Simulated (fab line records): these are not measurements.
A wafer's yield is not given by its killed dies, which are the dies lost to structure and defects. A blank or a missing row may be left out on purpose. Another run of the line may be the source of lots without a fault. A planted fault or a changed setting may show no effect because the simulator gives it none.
Chamber matching / flow n5_finfet / N5_BEOL_M5_ETCH_61 on rie_diel-02 has 4 sister chambers
The step etches SiARC in CF4, target depth 15.6 nm, time 26 s. 4 wafers are shown with their chamber, then 9 later ones without.

== WAFERS, EACH WITH ITS CHAMBER ==
wafer=L080.2; chamber=1; showerhead_plenum_p_Torr (Torr)=2.02
wafer=L083.3; chamber=0; showerhead_plenum_p_Torr (Torr)=2.26
wafer=L082.5; chamber=3; showerhead_plenum_p_Torr (Torr)=2.18
wafer=L082.6; chamber=2; showerhead_plenum_p_Torr (Torr)=2.22

== WAFERS WHOSE CHAMBER IS MISSING ==
wafer=L085.1; showerhead_plenum_p_Torr (Torr)=2.26
wafer=L085.2; showerhead_plenum_p_Torr (Torr)=2.22
wafer=L085.6; showerhead_plenum_p_Torr (Torr)=2.26
wafer=L088.1; showerhead_plenum_p_Torr (Torr)=2.18
wafer=L088.2; showerhead_plenum_p_Torr (Torr)=2.21
wafer=L088.3; showerhead_plenum_p_Torr (Torr)=2.26
wafer=L095.1; showerhead_plenum_p_Torr (Torr)=2.17
wafer=L095.3; showerhead_plenum_p_Torr (Torr)=2.27
wafer=L095.4; showerhead_plenum_p_Torr (Torr)=2.26

== THE CHAMBER EACH PASSED THROUGH ==
wafer=L085.1; from the rows above=0; in truth=0
wafer=L085.2; from the rows above=2; in truth=2
wafer=L085.6; from the rows above=0; in truth=0
wafer=L088.1; from the rows above=3; in truth=3
wafer=L088.2; from the rows above=2; in truth=2
wafer=L088.3; from the rows above=0; in truth=0
wafer=L095.1; from the rows above=3; in truth=3
wafer=L095.3; from the rows above=0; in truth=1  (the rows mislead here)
wafer=L095.4; from the rows above=0; in truth=0
Placed correctly: 8 of 9. Number that these rows cannot place: 0. Placed wrongly: 1.
How it was worked out, from the rows above alone: a wafer's distance from a chamber is the root of the sum, over the readings, of the square of ((its reading less the chamber's mean) divided by the reading's scatter). If the next closest chamber is less than 2 further off than the closest, the wafer can't be placed; otherwise it belongs to the closest. The mean given for a chamber averages the wafers shown for that chamber. The scatter: with one shown wafer a chamber, the root of the mean of the squares of how far each hidden wafer lies from its nearest shown one.
